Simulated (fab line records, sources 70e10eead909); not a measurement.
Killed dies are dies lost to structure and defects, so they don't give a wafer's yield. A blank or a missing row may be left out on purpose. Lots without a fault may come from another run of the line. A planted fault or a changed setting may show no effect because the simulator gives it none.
fab line records | flow nand_harc
record lots=24 wafers=72 last_day=33
route steps=1302 shown A_SGD_CUT@902 A_SLIT@934
lots that met no fault: from a run of the same line without faults
start_h: hours from the record's first day to the start of the lot's first wafer shown | wait_h: hours since the lot's step before | " the same as in the row above | L1.1+2: a row that stands for several wafers | - no value, or no start given | * or withheld: withheld | < > ~ a bound
route shown NAME@n: a module of which the file shows steps, and the number in the route of the first | usual: mean/standard deviation of fault-free wafers | same: alike in all rows | chamber/n: place in a boat | sites: the reading at each site | _std_site: their standard deviation | _edge_site: outer sites' mean less inner sites' | radius_mm: how far each site lies from the wafer's centre | mask NAME#n: copy n | behind: the tool/chamber that last shaped the wafer | hold: why the lot was held/for how many hours/how that ended | device: the transistor (n, p or np) that didn't switch | end of line: the same wafers' tests at the end of the route | a step without rows: its recipe alone | killed: dies lost to structure and defects at the first sort, not the wafer's yield | map: a wafer's dies, x killed, . not, _ none there
set.NAME: the setting as run; set.NAME@STEP: as run at that earlier step | model.NAME: the simulator's own value behind a step, which no gauge read
steps of the route over a sample of lots; a table a step, a row a wafer
services: from which hour (start_h, from the record's first day; less than 0 if before it) a tool's chamber was out of use, for how many hours, and why
## steps
# step NHARC_A_SGD_CUT_OVL_MEAS_10
# usual overlay_x_nm=-0.3/0.86 overlay_y_nm=0.1/0.76
# columns lot.wafer tool chamber start_h wait_h overlay_x_nm overlay_y_nm
L074.3 overlay-02 - 425.20 - -0.9 -0.1
L074.5 " - " " -0.9 0.1
L074.6 " - " " -2.2 0.6
L075.1 overlay-01 - 446.06 - -1.5 -0.6
L075.2 " - " " -1.6 -0.8
L075.5 " - " " -1.2 -1.2
L076.1 overlay-01 - 446.13 - 0.1 0.5
L076.3 " - " " -0.5 0.5
L076.6 " - " " -0.3 0.7
L077.1 overlay-02 - 473.27 - -2.1 0.3
L077.5 " - " " -1.5 0.1
L077.6 " - " " -1.8 0.6
L079.2 overlay-02 - 473.53 - -0.8 -1.3
L079.3 " - " " -0.5 -1.3
L079.5 " - " " -1.0 -1.1
L078.2 overlay-02 - 473.68 - 0.9 0.3
L078.4 " - " " -0.1 0.6
L078.5 " - " " 1.1 0.1
L080.4 overlay-01 - 493.27 - -0.2 0.5
L080.5 " - " " -0.2 0.0
L080.6 " - " " -0.4 0.5
L081.1 overlay-01 - 514.91 - 0.9 0.3
L081.2 " - " " 0.9 0.8
L081.3 " - " " 0.7 -0.3
L082.4 overlay-02 - 515.19 - -1.2 -0.6
L082.5 " - " " -1.2 -1.3
L082.6 " - " " -1.3 -0.7
L084.2 overlay-01 - 536.91 - -0.1 -0.2
L084.3 " - " " 0.3 -0.3
L084.6 " - " " -0.3 -0.3
L083.3 overlay-01 - 537.24 - -0.2 -0.1
L083.5 " - " " -1.3 0.7
L083.6 " - " " -0.7 0.2
L085.1 overlay-02 - 547.02 - -0.3 -0.7
L085.4 " - " " 0.4 -0.5
L085.6 " - " " 0.4 -0.8
L086.1 overlay-02 - 554.42 - -0.3 -1.1
L086.2 " - " " -0.5 -0.8
L086.6 " - " " -1.0 -1.4
L088.1 overlay-01 - 569.21 - -1.1 0.1
L088.2 " - " " -1.8 -0.2
L088.4 " - " " -0.9 0.0
L087.1 overlay-01 - 569.46 - -1.1 -0.2
L087.3 " - " " -0.8 -1.0
L087.4 " - " " -1.2 -0.2
L089.2 overlay-01 - 584.88 - 1.1 -0.2
L089.3 " - " " 0.9 -0.1
L089.6 " - " " 0.6 -0.2
L091.1 overlay-01 - 588.27 - -0.3 0.9
L091.4 " - " " -0.3 0.6
L091.6 " - " " 0.4 0.9
L090.3 overlay-01 - 597.48 - -0.4 0.3
L090.5 " - " " -0.3 0.7
L090.6 " - " " -1.0 0.2
L093.1 overlay-02 - 618.41 - 1.2 0.8
L093.4 " - " " 1.3 0.9
L093.5 " - " " 1.3 0.8
L092.2 overlay-01 - 618.49 - 0.2 1.3
L092.3 " - " " 0.1 1.0
L092.5 " - " " 0.1 1.1
L094.1 overlay-02 - 628.62 - 0.2 0.6
L094.3 " - " " 0.9 1.2
L094.5 " - " " 0.9 0.8
L095.2 overlay-01 - 638.95 - 0.4 1.9
L095.4 " - " " 0.8 0.9
L095.5 " - " " 0.4 2.0
L096.1 overlay-02 - 639.52 - -0.3 0.5
L096.4 " - " " -0.2 0.3
L096.5 " - " " -0.1 0.4
L097.2 overlay-01 - 664.26 - -0.1 -0.1
L097.3 " - " " 0.1 0.0
L097.6 " - " " 0.7 -0.3
# step NHARC_A_SGD_CUT_ETCH_16
# recipe target_depth_a=3105 time_s=155.2 c4f8_flow_sccm=withheld o2_flow_sccm=8 ar_flow_sccm=withheld rf_w=600 bias_w=800 chemistry=C4F8/O2/Ar
# usual oes_product_au=0.971/0.014 rf_vpp_V=722/3.4
# columns lot.wafer tool chamber start_h wait_h oes_product_au rf_hours_counter_h rf_vpp_V
L074.3 rie_diel-06 2 - - 0.997 6 718
L074.5 " 2 " " 0.999 - 717
L074.6 " 3 " " 0.977 - 726
L075.2 rie_diel-10 2 - - 0.976 2 718
L075.1 " 3 " " 0.979 2 719
L075.5 " 3 " " 0.985 - 721
L076.1 rie_diel-07 3 - - 0.960 8 723
L076.3 " 0 " " 0.981 8 722
L076.6 " 0 " " 0.972 - 723
L077.1 rie_diel-06 1 - - 0.972 8 721
L077.6 " 3 " " 0.993 - 725
L077.5 " 0 " " 0.971 - 724
L078.2 rie_diel-06 0 - - 0.958 8 724
L078.4 " 1 " " 0.973 8 723
L078.5 " 1 " " 0.964 - 721
L079.3 rie_diel-10 3 - - 0.970 6 720
L079.2 " 0 " " 0.953 6 725
L079.5 " 2 " " 0.981 - 719
L080.4 rie_diel-06 2 - - 0.955 0 716
L080.5 " 0 " " 0.987 - 724
L080.6 " 1 " " 0.979 - 723
L081.3 rie_diel-06 3 - - 0.983 1 726
L081.1 " 1 " " 0.964 2 724
L081.2 " 2 " " 0.967 2 718
L082.4 rie_diel-10 0 - - 0.944 10 724
L082.6 " 0 " " 0.947 - 724
L082.5 " 1 " " 0.976 - 720
L084.3 rie_diel-06 1 - - 0.964 3 724
L084.2 " 3 " " 0.973 2 727
L084.6 " 0 " " 0.978 - 726
L083.3 rie_diel-07 1 - - 0.981 3 718
L083.5 " 1 " " 0.986 - 717
L083.6 " 2 " " 0.969 - 729
L085.4 rie_diel-07 2 - - 0.990 4 726
L085.1 " 3 " " 0.977 4 724
L085.6 " 1 " " 0.967 - 718
L086.1 rie_diel-06 0 - - 0.967 3 726
L086.2 " 2 " " 0.957 3 718
L086.6 " 0 " " 0.963 - 723
L088.4 rie_diel-07 2 - - 0.977 6 727
L088.2 " 3 " " 0.956 6 722
L088.1 " 1 " " 0.972 5 720
L087.1 rie_diel-06 3 - - 0.973 4 725
L087.3 " 0 " " 0.967 3 724
L087.4 " 1 " " 0.941 4 723
L089.3 rie_diel-07 2 - - 0.964 7 729
L089.2 " 1 " " 0.973 6 718
L089.6 " 2 " " 0.963 - 729
L091.4 rie_diel-10 2 - - 0.995 15 718
L091.1 " 3 " " 0.975 16 719
L091.6 " 2 " " 0.984 - 719
L090.3 rie_diel-06 0 - - 0.997 5 725
L090.6 " 2 " " 0.949 - 719
L090.5 " 3 " " 0.982 - 728
L093.1 rie_diel-10 2 - - 0.986 2 720
L093.4 " 0 " " 0.965 2 723
L093.5 " 2 " " 0.992 - 718
L092.2 rie_diel-07 1 - - 0.973 8 718
L092.3 " 2 " " 0.979 9 727
L092.5 " 1 " " 0.970 - 720
L094.1 rie_diel-10 2 - - 0.978 2 718
L094.3 " 1 " " 0.954 2 719
L094.5 " 3 " " 0.982 - 719
L095.4 rie_diel-10 0 - - 0.954 3 724
L095.2 " 3 " " 0.989 4 720
L095.5 " 0 " " 0.968 - 725
L096.1 rie_diel-06 3 - - 0.938 7 725
L096.4 " 0 " " 0.964 6 724
L096.5 " 2 " " 0.921 - 719
L097.3 rie_diel-07 3 - - 0.982 1 724
L097.2 " 0 " " 0.967 1 723
L097.6 " 3 " " 0.977 - 725
# step NHARC_A_SGD_CUT_CMP_21
# recipe target_thk_nm=148.19
# usual motor_current_A=12.4/1.1 slurry_filter_dp_kPa=13.50/0.13 time_to_endpoint_s=49/3.8
# columns lot.wafer tool chamber start_h wait_h motor_current_A slurry_filter_dp_kPa time_to_endpoint_s
L074.3 cmp-01 1 432.13 0.4 12.3 13.48 58
L074.5 " 2 " " 14.1 13.58 48
L074.6 " 3 " " 12.3 13.50 51
L076.1 cmp-01 2 453.57 0.4 14.8 13.48 47
L076.3 " 1 " " 12.6 13.77 55
L076.6 " 3 " " 11.6 13.63 50
L075.2 cmp-02 2 453.66 0.5 12.1 13.73 49
L075.1 " 0 " " 12.1 13.36 47
L075.5 " 2 " " 12.0 13.48 50
L078.2 cmp-02 2 484.65 0.4 11.7 13.46 51
L078.4 " 0 " " 11.7 13.37 47
L078.5 " 2 " " 12.1 13.37 46
L077.1 cmp-01 3 484.65 0.4 12.3 13.51 49
L077.5 " 3 " " 11.8 13.52 50
L077.6 " 0 " " 13.0 13.49 45
L079.3 cmp-03 2 484.65 0.4 10.6 13.41 50
L079.2 " 0 " " 13.0 13.77 46
L079.5 " 2 " " 11.6 13.51 54
L080.4 cmp-02 2 501.14 0.4 11.8 13.27 49
L080.6 " 0 " " 11.9 13.34 47
L080.5 " 1 " " 12.8 13.34 50
L081.1 cmp-02 0 520.91 0.4 11.1 13.37 49
L081.2 " 2 " " 11.9 13.33 49
L081.3 " 3 " " 13.0 13.52 43
L082.4 cmp-03 0 520.98 0.4 13.4 13.54 43
L082.5 " 1 " " 13.3 13.41 48
L082.6 " 2 " " 11.1 13.38 49
L084.2 cmp-03 2 542.95 0.4 10.9 13.58 54
L084.3 " 1 " " 13.7 13.43 51
L084.6 " 2 " " 10.7 13.51 53
L083.3 cmp-02 3 543.16 0.6 11.9 13.40 41
L083.6 " 0 " " 11.3 13.60 45
L083.5 " 1 " " 13.2 13.46 47
L085.4 cmp-01 2 556.03 0.4 14.8 13.49 46
L085.1 " 3 " " 12.3 13.22 51
L085.6 " 0 " " 13.3 13.52 48
L086.2 cmp-01 2 560.66 0.4 14.2 13.41 48
L086.1 " 0 " " 12.7 13.75 47
L086.6 " 2 " " 13.0 13.53 47
L087.4 cmp-01 3 575.24 0.4 12.3 13.50 57
L087.3 " 1 " " 12.4 13.56 57
L087.1 " 2 " " 13.8 13.62 50
L088.2 cmp-03 3 575.24 0.4 10.9 13.06 55
L088.4 " 0 " " 13.4 13.38 47
L088.1 " 1 " " 13.8 13.42 54
L089.3 cmp-02 2 590.73 0.4 11.9 13.60 47
L089.2 " 3 " " 12.3 13.49 45
L089.6 " 2 " " 11.7 13.64 52
L091.4 cmp-01 3 595.42 0.4 12.5 13.67 49
L091.1 " 1 " " 12.4 13.35 55
L091.6 " 3 " " 11.9 13.64 49
L090.3 cmp-02 3 603.49 0.4 12.0 13.25 45
L090.6 " 2 " " 11.9 13.54 53
L090.5 " 3 " " 13.3 13.39 49
L093.1 cmp-02 1 624.28 0.4 12.7 13.46 52
L093.4 " 3 " " 12.9 13.34 42
L093.5 " 1 " " 13.1 13.45 53
L092.2 cmp-01 0 624.28 0.4 12.6 13.59 45
L092.3 " 1 " " 12.2 13.46 55
L092.5 " 0 " " 12.4 13.43 46
L094.3 cmp-03 0 634.62 0.4 13.1 13.59 47
L094.1 " 2 " " 10.6 13.45 53
L094.5 " 0 " " 13.3 13.52 48
L096.4 cmp-02 0 648.37 0.4 12.0 13.58 49
L096.1 " 1 " " 13.4 13.69 54
L096.5 " 1 " " 14.1 13.47 53
L095.2 cmp-03 0 648.39 0.4 12.9 13.29 45
L095.4 " 2 " " 11.1 13.55 56
L095.5 " 3 " " 10.5 13.60 55
L097.3 cmp-03 3 670.18 0.4 10.7 13.38 52
L097.2 " 0 " " 12.7 13.51 45
L097.6 " 2 " " 10.3 13.68 55
# step NHARC_A_SGD_CUT_ETCHBACK_24
# recipe target_depth_a=500 over_etch_frac=0.3 time_s=92.857 ion_energy_ev=120 ch3f_flow_sccm=50 o2_flow_sccm=30 ar_flow_sccm=200 rf_w=500 bias_w=100 chemistry=CH3F/O2
# usual drypump_motor_current_A=6.0/0.42 mfc_ar_sccm=200.0/0.66 oes_product_au=0.97/0.033 rf_vpp_V=244.1/1.5 showerhead_plenum_p_Torr=2.44/0.082 throttle_valve_pct=20.663/0.0096
# columns lot.wafer tool chamber start_h wait_h drypump_motor_current_A mfc_ar_sccm oes_product_au rf_hours_counter_h rf_vpp_V showerhead_plenum_p_Torr throttle_valve_pct
L074.3 rie_diel-10 1 432.58 0.2 5.6 200.6 1.00 0 244.3 2.38 20.659
L074.5 " 2 " " 5.0 199.2 0.99 - 242.8 2.35 20.656
L074.6 " 3 " " 6.3 200.8 1.00 - 243.1 2.38 20.671
L076.3 rie_diel-07 3 454.05 0.1 5.4 199.6 0.92 8 243.8 2.47 20.672
L076.1 " 0 " " 5.9 200.1 0.93 8 243.9 2.46 20.664
L076.6 " 3 " " 5.4 199.0 0.91 - 243.8 2.47 20.668
L075.2 rie_diel-06 3 454.14 0.1 6.3 199.5 1.00 7 245.4 2.53 20.656
L075.1 " 0 " " 6.0 199.5 0.97 6 243.3 2.49 20.656
L075.5 " 0 " " 6.0 199.6 0.97 - 246.4 2.49 20.656
L078.4 rie_diel-10 0 485.15 0.2 6.1 200.0 0.98 6 245.2 2.48 20.664
L078.2 " 1 " " 5.6 198.8 0.99 6 242.7 2.38 20.661
L078.5 " 2 " " 5.0 200.4 1.00 - 241.4 2.35 20.655
L077.1 rie_diel-07 2 485.17 0.2 6.5 200.5 1.01 1 246.1 2.58 20.672
L077.6 " 3 " " 5.4 200.0 0.99 - 243.1 2.47 20.663
L077.5 " 0 " " 5.9 200.0 0.98 - 244.1 2.46 20.659
L079.2 rie_diel-10 0 485.21 0.2 6.1 200.2 0.92 6 242.6 2.48 20.667
L079.3 " 1 " " 5.6 199.4 0.92 6 243.7 2.38 20.646
L079.5 " 0 " " 6.0 200.0 0.92 - 245.0 2.48 20.665
L080.4 rie_diel-07 1 501.60 0.2 6.2 200.8 1.02 1 240.5 2.33 20.671
L080.5 " 3 " " 5.4 199.2 1.00 - 245.2 2.47 20.658
L080.6 " 0 " " 5.9 199.2 0.99 - 244.5 2.46 20.652
L081.3 rie_diel-06 0 521.42 0.2 6.0 198.6 0.93 1 245.6 2.48 20.662
L081.2 " 2 " " 6.2 199.4 0.92 2 241.6 2.32 20.669
L081.1 " 3 " " 6.3 200.5 0.94 2 246.2 2.53 20.668
L082.4 rie_diel-07 0 521.43 0.2 5.9 200.2 0.99 2 244.7 2.46 20.659
L082.5 " 1 " " 6.2 200.2 1.00 - 243.4 2.33 20.656
L082.6 " 2 " " 6.5 201.0 1.01 - 245.5 2.58 20.683
L084.3 rie_diel-07 1 543.42 0.1 6.2 200.6 1.00 3 241.1 2.33 20.646
L084.2 " 2 " " 6.5 200.7 1.00 4 246.7 2.58 20.653
L084.6 " 1 " " 6.2 200.4 1.00 - 241.8 2.33 20.667
L083.3 rie_diel-06 0 543.59 0.2 6.0 200.2 0.93 2 243.8 2.48 20.670
L083.6 " 2 " " 6.3 199.2 0.91 - 241.7 2.32 20.660
L083.5 " 3 " " 6.3 199.9 0.94 - 245.0 2.53 20.659
L085.4 rie_diel-10 3 556.49 0.2 6.3 200.9 1.01 13 243.6 2.38 20.677
L085.1 " 0 " " 6.1 199.7 0.97 13 243.9 2.48 20.675
L085.6 " 2 " " 5.0 199.3 0.99 - 243.0 2.35 20.671
L086.2 rie_diel-10 1 561.11 0.1 5.6 199.4 1.01 13 242.7 2.37 20.652
L086.1 " 0 " " 6.1 199.8 1.00 14 245.1 2.48 20.672
L086.6 " 2 " " 4.9 201.1 1.01 - 242.4 2.35 20.668
L087.3 rie_diel-06 3 575.71 0.1 6.3 199.2 0.94 4 246.2 2.53 20.647
L087.1 " 0 " " 6.0 199.8 0.94 3 244.3 2.48 20.659
L087.4 " 1 " " 6.2 200.6 0.92 4 246.0 2.43 20.673
L088.1 rie_diel-07 3 575.73 0.2 5.4 200.4 0.92 6 245.9 2.47 20.677
L088.2 " 0 " " 5.9 198.4 0.93 6 245.0 2.46 20.669
L088.4 " 1 " " 6.2 200.0 0.94 5 243.3 2.33 20.654
L089.2 rie_diel-07 1 591.21 0.2 6.2 198.9 0.93 7 241.8 2.33 20.673
L089.3 " 0 " " 5.9 199.2 0.92 6 244.4 2.46 20.662
L089.6 " 2 " " 6.4 200.6 0.92 - 246.3 2.58 20.670
L091.1 rie_diel-07 1 595.92 0.1 6.2 200.1 1.00 7 243.4 2.33 20.682
L091.4 " 3 " " 5.4 200.0 0.99 8 245.2 2.47 20.664
L091.6 " 1 " " 6.2 200.7 1.00 - 242.7 2.33 20.667
L090.3 rie_diel-07 1 603.96 0.2 6.2 200.2 0.97 8 243.0 2.33 20.660
L090.5 " 1 " " 6.2 200.7 0.97 - 241.7 2.33 20.664
L090.6 " 2 " " 6.5 201.1 0.97 - 244.9 2.58 20.677
L093.4 rie_diel-07 1 624.73 0.2 6.2 200.6 0.98 9 241.7 2.33 20.648
L093.1 " 0 " " 5.9 199.5 0.98 8 243.9 2.46 20.684
L093.5 " 2 " " 6.5 200.4 0.99 - 245.6 2.58 20.675
L092.2 rie_diel-06 2 624.75 0.1 6.3 201.0 0.98 7 242.9 2.32 20.660
L092.3 " 0 " " 6.0 199.4 1.00 6 243.7 2.48 20.657
L092.5 " 2 " " 6.3 200.7 0.98 - 242.3 2.32 20.655
L094.3 rie_diel-07 1 635.12 0.2 6.2 199.5 0.99 9 242.6 2.33 20.680
L094.1 " 2 " " 6.5 198.9 0.99 10 246.4 2.58 20.652
L094.5 " 0 " " 5.9 200.4 0.99 - 246.2 2.46 20.651
L095.2 rie_diel-06 1 648.87 0.2 6.2 200.3 0.98 8 243.4 2.43 20.666
L095.4 " 2 " " 6.2 200.1 0.98 8 242.8 2.32 20.658
L095.5 " 0 " " 6.0 201.3 1.01 - 246.2 2.48 20.668
L096.1 rie_diel-10 2 648.88 0.2 5.0 200.3 0.99 5 242.6 2.34 20.669
L096.4 " 0 " " 6.1 199.6 1.00 4 243.7 2.48 20.666
L096.5 " 2 " " 5.0 200.2 1.00 - 243.6 2.34 20.667
L097.2 rie_diel-06 0 670.61 0.2 6.0 200.5 1.00 0 244.4 2.48 20.656
L097.3 " 2 " " 6.3 200.3 0.98 0 243.4 2.32 20.657
L097.6 " 0 " " 6.0 199.6 1.01 - 244.9 2.48 20.663
# step NHARC_A_SLIT_OVL_MEAS_10
# usual overlay_x_nm=0.0/1.1 overlay_y_nm=-0.2/0.89
# columns lot.wafer tool chamber start_h wait_h overlay_x_nm overlay_y_nm
L074.3 overlay-02 - 439.87 - -0.9 -0.4
L074.5 " - " " -1.2 -0.3
L074.6 " - " " -1.5 -0.3
L076.1 overlay-02 - 459.15 - 0.9 0.3
L076.3 " - " " 2.1 0.1
L076.6 " - " " 1.8 0.1
L075.1 overlay-02 - 460.17 - 1.1 0.2
L075.2 " - " " 1.1 0.0
L075.5 " - " " 0.8 0.0
L077.1 overlay-02 - 491.91 - 0.5 -2.0
L077.5 " - " " 1.4 -1.8
L077.6 " - " " 0.9 -2.0
L078.2 overlay-02 - 492.99 - 0.2 0.6
L078.4 " - " " 0.4 0.7
L078.5 " - " " 0.3 1.1
L079.2 overlay-02 - 495.50 - -0.8 0.6
L079.3 " - " " -1.0 0.8
L079.5 " - " " -0.5 -0.3
L080.4 overlay-01 - 506.77 - 0.3 -1.0
L080.5 " - " " -0.3 0.1
L080.6 " - " " -0.4 -0.6
L082.4 overlay-01 - 526.90 - -0.1 0.6
L082.5 " - " " -0.8 0.7
L082.6 " - " " 0.3 0.3
L081.1 overlay-01 - 527.26 - 0.1 -0.1
L081.2 " - " " 0.1 0.0
L081.3 " - " " 0.0 -0.5
L084.2 overlay-01 - 548.80 - -0.7 -1.9
L084.3 " - " " -1.0 -2.2
L084.6 " - " " -0.2 -2.2
L083.3 overlay-01 - 549.35 - -0.2 -0.3
L083.5 " - " " 0.5 -0.2
L083.6 " - " " -0.2 -0.8
L085.1 overlay-01 - 563.12 - 1.4 0.4
L085.4 " - " " 1.4 0.4
L085.6 " - " " 1.8 0.4
L086.1 overlay-02 - 569.63 - -2.8 -1.0
L086.2 " - " " -1.8 -0.2
L086.6 " - " " -2.4 -0.6
L088.1 overlay-02 - 580.80 - 1.5 0.8
L088.2 " - " " 0.4 1.0
L088.4 " - " " 1.1 0.5
L087.1 overlay-01 - 581.49 - 0.0 0.0
L087.3 " - " " 0.0 -0.3
L087.4 " - " " 0.4 -0.1
L089.2 overlay-01 - 596.44 - -0.2 -0.1
L089.3 " - " " -0.3 0.2
L089.6 " - " " -0.6 -0.1
L091.1 overlay-02 - 601.09 - -1.0 -2.0
L091.4 " - " " -1.1 -2.3
L091.6 " - " " -1.9 -2.5
L090.3 overlay-02 - 609.45 - 0.8 -0.3
L090.5 " - " " 0.5 0.1
L090.6 " - " " 0.5 -0.7
L093.1 overlay-01 - 631.68 - 0.6 0.8
L093.4 " - " " 0.8 0.0
L093.5 " - " " 0.8 0.1
L092.2 overlay-02 - 631.92 - 0.1 0.3
L092.3 " - " " 0.6 -0.4
L092.5 " - " " 0.3 -0.3
L094.1 overlay-02 - 640.58 - -1.5 -0.4
L094.3 " - " " -1.1 -0.4
L094.5 " - " " -1.0 0.1
L095.2 overlay-02 - 654.73 - 1.5 -0.4
L095.4 " - " " 1.3 -0.6
L095.5 " - " " 2.0 -0.8
L096.1 overlay-01 - 654.88 - -1.5 0.4
L096.4 " - " " -1.9 0.7
L096.5 " - " " -1.9 0.5
L097.2 overlay-01 - 675.72 - -0.9 1.1
L097.3 " - " " -0.4 0.7
L097.6 " - " " -0.6 0.8
# step NHARC_A_SLIT_STRIP_18
# recipe o2_flow_sccm=500 ar_flow_sccm=0 bias_w=0 chemistry=O2
# usual drypump_motor_current_A=5.7/0.38 mfc_ar_sccm=0.010/0.013 oes_product_au=0.998/0.015 rf_vpp_V=57.8/0.82 showerhead_plenum_p_Torr=3.57/0.15 throttle_valve_pct=17.036/0.0086
# columns lot.wafer tool chamber start_h wait_h drypump_motor_current_A mfc_ar_sccm oes_product_au rf_hours_counter_h rf_vpp_V showerhead_plenum_p_Torr throttle_valve_pct
L074.3 rie_diel-04 0 - - 5.4 0.007 1.018 6.9 56.1 3.39 17.038
L074.5 " 2 " " 5.8 0 0.977 - 57.5 3.75 17.032
L074.6 " 3 " " 5.3 0.033 0.994 - 58.9 3.31 17.031
L076.1 rie_diel-04 0 - - 5.3 0.007 1.020 7.9 56.8 3.39 17.014
L076.3 " 1 " " 5.0 0.001 0.996 7.2 58.1 3.55 17.027
L076.6 " 2 " " 5.8 0 0.973 - 59.1 3.75 17.032
L075.2 rie_diel-01 1 - - 6.0 0.021 0.986 3.1 58.9 3.67 17.040
L075.1 " 2 " " 5.7 0 1.006 3.5 57.8 3.73 17.037
L075.5 " 1 " " 6.0 0.021 0.966 - 58.4 3.67 17.025
L077.1 rie_diel-11 0 - - 6.1 0 0.984 2.0 58.6 3.61 17.055
L077.5 " 1 " " 5.6 0 0.985 - 58.8 3.74 17.041
L077.6 " 2 " " 5.9 0.001 1.007 - 56.4 3.58 17.053
L078.4 rie_diel-01 0 - - 6.4 0.030 0.989 4.8 56.9 3.38 17.051
L078.2 " 1 " " 6.0 0.021 0.998 4.8 58.6 3.67 17.021
L078.5 " 2 " " 5.7 0 1.006 - 58.4 3.73 17.048
L079.2 rie_diel-11 2 - - 5.9 0.001 1.006 2.5 57.5 3.58 17.034
L079.3 " 0 " " 6.1 0 0.987 2.1 57.0 3.61 17.029
L079.5 " 2 " " 5.9 0.001 1.010 - 59.2 3.58 17.029
L080.4 rie_diel-04 2 - - 5.8 0 0.987 9.2 58.3 3.75 17.050
L080.6 " 1 " " 5.0 0.001 0.998 - 57.8 3.55 17.032
L080.5 " 2 " " 5.8 0 0.993 - 58.7 3.75 17.042
L082.4 rie_diel-01 3 - - 5.9 0 1.026 7.7 57.2 3.49 17.040
L082.5 " 1 " " 6.0 0.021 0.981 - 59.0 3.67 17.039
L082.6 " 2 " " 5.7 0 0.998 - 58.3 3.73 17.035
L081.1 rie_diel-01 2 - - 5.7 0 1.002 8.1 59.2 3.73 17.045
L081.3 " 0 " " 6.4 0.030 0.983 6.5 56.4 3.37 17.042
L081.2 " 1 " " 6.0 0.021 0.978 6.8 59.3 3.67 17.037
L084.3 rie_diel-04 1 - - 5.0 0.001 0.989 0.3 58.4 3.55 17.017
L084.2 " 2 " " 5.8 0 0.977 0.3 58.7 3.75 17.030
L084.6 " 1 " " 5.0 0.001 0.995 - 57.9 3.55 17.039
L083.3 rie_diel-01 1 - - 6.0 0.021 0.992 7.4 58.5 3.67 17.034
L083.5 " 3 " " 5.9 0 1.023 - 56.8 3.49 17.045
L083.6 " 0 " " 6.5 0.030 0.979 - 57.2 3.37 17.047
L085.4 rie_diel-11 2 - - 5.9 0.001 1.016 6.7 57.1 3.58 17.042
L085.1 " 0 " " 6.1 0 1.000 6.6 57.2 3.60 17.033
L085.6 " 1 " " 5.6 0 1.006 - 58.0 3.74 17.045
L086.2 rie_diel-01 1 - - 6.0 0.021 0.971 1.4 58.0 3.67 17.043
L086.1 " 2 " " 5.7 0 1.011 1.0 58.2 3.73 17.048
L086.6 " 1 " " 6.0 0.021 0.973 - 59.4 3.67 17.044
L088.2 rie_diel-11 2 - - 5.9 0.001 1.015 7.0 58.0 3.58 17.046
L088.1 " 0 " " 6.1 0 1.006 6.8 58.5 3.60 17.027
L088.4 " 1 " " 5.6 0 0.994 7.2 58.6 3.74 17.030
L087.3 rie_diel-01 3 - - 5.9 0 1.032 2.1 57.3 3.49 17.036
L087.1 " 2 " " 5.8 0 1.017 1.8 57.1 3.73 17.036
L087.4 " 1 " " 6.0 0.021 0.989 - 58.7 3.67 17.039
L089.2 rie_diel-04 1 - - 5.0 0.001 0.985 3.4 57.2 3.55 17.041
L089.3 " 0 " " 5.4 0.007 0.976 3.3 57.9 3.39 17.042
L089.6 " 2 " " 5.8 0 0.997 - 56.2 3.75 17.053
L091.1 rie_diel-01 0 - - 6.4 0.030 0.994 2.6 56.5 3.37 17.012
L091.4 " 3 " " 5.9 0 1.009 3.1 56.5 3.49 17.041
L091.6 " 0 " " 6.4 0.030 0.989 - 57.4 3.37 17.051
L090.3 rie_diel-04 2 - - 5.8 0 0.994 3.9 58.3 3.74 17.041
L090.5 " 1 " " 5.0 0.001 0.982 - 57.0 3.55 17.033
L090.6 " 2 " " 5.8 0 0.991 - 58.0 3.74 17.031
L093.4 rie_diel-01 2 - - 5.8 0 1.010 4.2 56.4 3.73 17.033
L093.1 " 0 " " 6.4 0.030 0.996 4.2 57.5 3.37 17.036
L093.5 " 1 " " 6.0 0.021 0.975 - 59.2 3.67 17.032
L092.2 rie_diel-11 1 - - 5.6 0 1.002 1.5 58.8 3.73 17.031
L092.3 " 3 " " 5.4 0.020 0.991 2.0 57.7 3.62 17.050
L092.5 " 1 " " 5.6 0 1.005 - 56.9 3.74 17.041
L094.1 rie_diel-04 2 - - 5.8 0 1.000 5.8 57.1 3.74 17.039
L094.3 " 3 " " 5.2 0.033 1.011 5.9 56.6 3.30 17.042
L094.5 " 2 " " 5.8 0 0.990 - 58.2 3.74 17.027
L095.2 rie_diel-01 2 - - 5.7 0 0.989 5.3 58.3 3.72 17.028
L095.4 " 3 " " 5.8 0 1.019 5.2 56.5 3.49 17.035
L095.5 " 0 " " 6.4 0.030 1.000 - 57.1 3.37 17.039
L096.1 rie_diel-11 0 - - 6.1 0 0.995 4.3 57.8 3.60 17.039
L096.4 " 1 " " 5.6 0 1.002 3.4 58.5 3.73 17.030
L096.5 " 0 " " 6.1 0 0.994 - 57.1 3.60 17.025
L097.3 rie_diel-04 0 - - 5.3 0.007 0.993 8.2 57.1 3.39 17.033
L097.2 " 2 " " 5.8 0 0.984 8.2 58.3 3.74 17.037
L097.6 " 2 " " 5.8 0 0.978 - 56.4 3.74 17.034
## services
# columns tool chamber start_h hours kind
rie_diel-01 3 403.84 5.9 repair
rie_diel-10 - 419.50 9.0 pm
rie_diel-07 3 426.03 10.1 repair
rie_diel-01 3 426.92 1.8 repair
rie_diel-06 3 433.75 5.8 repair
rie_diel-07 1 437.13 12.1 repair
rie_diel-06 0 439.41 8.5 repair
rie_diel-06 1 456.94 2.4 repair
rie_diel-07 - 471.27 9.0 pm
rie_diel-06 1 478.79 8.3 repair
rie_diel-06 - 484.22 9.0 pm
rie_diel-06 0 510.99 9.3 repair
rie_diel-01 - 519.55 0.8 repair
rie_diel-01 0 523.28 1.8 repair
rie_diel-01 1 551.90 4.5 repair
rie_diel-01 - 557.80 9.0 pm
rie_diel-10 1 595.82 2.9 repair
rie_diel-10 - 596.50 9.0 pm
rie_diel-07 3 600.17 7.3 repair
rie_diel-06 1 604.71 6.5 repair
rie_diel-10 0 642.56 6.1 repair
rie_diel-10 - 646.58 1.6 repair
rie_diel-07 - 648.27 9.0 pm
rie_diel-06 - 661.22 9.0 pm
## key
fault none
